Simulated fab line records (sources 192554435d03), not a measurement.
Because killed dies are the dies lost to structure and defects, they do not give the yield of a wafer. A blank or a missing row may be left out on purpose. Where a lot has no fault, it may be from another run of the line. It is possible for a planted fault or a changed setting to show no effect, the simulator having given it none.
Problem report, 8D (eight disciplines) form, completed by code | flow n5_finfet | the parts of the form that need people (team, actions taken, sign-off) are left out

== 1. THE ISSUE ==
Mean of thk_nm at N5_SD_EPI_P_EPI_MEAS_23: 47.8 nm across 6 wafers in 2 lots; on wafers with no fault it is 61.0 nm (standard deviation 1.3). Measured from the usual mean, that is -10 standard deviations.
First seen on wafer L171.2, day 5 19:47, on film_metro-02. At this step, 32 wafers from 11 lots have a number in the record. The rule behind "out" and "out of limits": a value lying over 4 standard deviations away from the usual mean. Any other wafer with a number is counted as sound.

== 2. WHAT IT IS AND WHAT IT IS NOT ==
question                    | is                     | is not
which readings at this step | thk_nm                 | -
which lots                  | L171, L173             | L161, L163, L166, L169, L170, L174, L175, L180, L183
which wafers of those lots  | all that have a number | -
read on which gauges        | film_metro-02          | film_metro-01
when                        | from day 5 19:47       | up to then (15 sound wafers); but 11 sound wafers of L174, L175, L180, L183 came after

== 3. WHAT RULES OUT EACH SUSPECT ==
Counting: a tool at any process step up to the reading remains a suspect when it ran all the lots that are out and ran no sound lot after the first of those.
- the gauge at N5_SD_EPI_P_EPI_MEAS_23: kept. All the wafers that are out were read on film_metro-02, and no step on other tools shows them out.
- epi_rpcvd-01 at N5_SD_EPI_P_EPI_21 (deposits SiGe:B, time 355 s): kept. It ran every lot that is out, first L171 (day 5 17:56), and no sound lot after that; its last sound lot up to then is L169 (day 5 08:08).
What counting leaves: epi_rpcvd-01 at N5_SD_EPI_P_EPI_21 and film_metro-02 at N5_SD_EPI_P_EPI_MEAS_23.

== 4. THE CAUSE (what the simulator had put in) ==
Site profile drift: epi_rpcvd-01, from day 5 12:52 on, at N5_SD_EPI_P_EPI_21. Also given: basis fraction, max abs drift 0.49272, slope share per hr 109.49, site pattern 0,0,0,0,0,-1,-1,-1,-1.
After counting, 2 suspects remain, this tool included.

== 5. SEQUENCE OF EFFECTS, ordered by route ==
Each row: a reading where the mean over the struck wafers with a number is more than 3 standard deviations away from the usual. Scope: only readings with a usual standard deviation given in the record; hours: median across lots of the time from each lot's start at the first step in this table that gives one to its start at this step; sigmas: change in usual standard deviations.
hours | step                    | reading | usual   | on struck wafers | change | sigmas
0     | N5_SD_EPI_P_EPI_MEAS_23 | thk_nm  | 61.0 nm | 47.8             | -13.2  | -10
At these later measuring or inspecting steps, every struck wafer for which the step has a row has a number for every such reading, and none has moved that far: N5_BEOL_M4_RC_MEAS_101.

== 6. HOW IT WOULD HAVE BEEN CAUGHT EARLIER ==
Counted from the fault's start at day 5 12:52, it took 7 hours until the first out-of-limits reading at a measuring or inspecting step in this record, taken at day 5 19:47.
Of the lots that are out (2), L173 began N5_SD_EPI_P_EPI_21 on epi_rpcvd-01 after day 5 19:47. Putting the tool on hold at that point would have spared it.
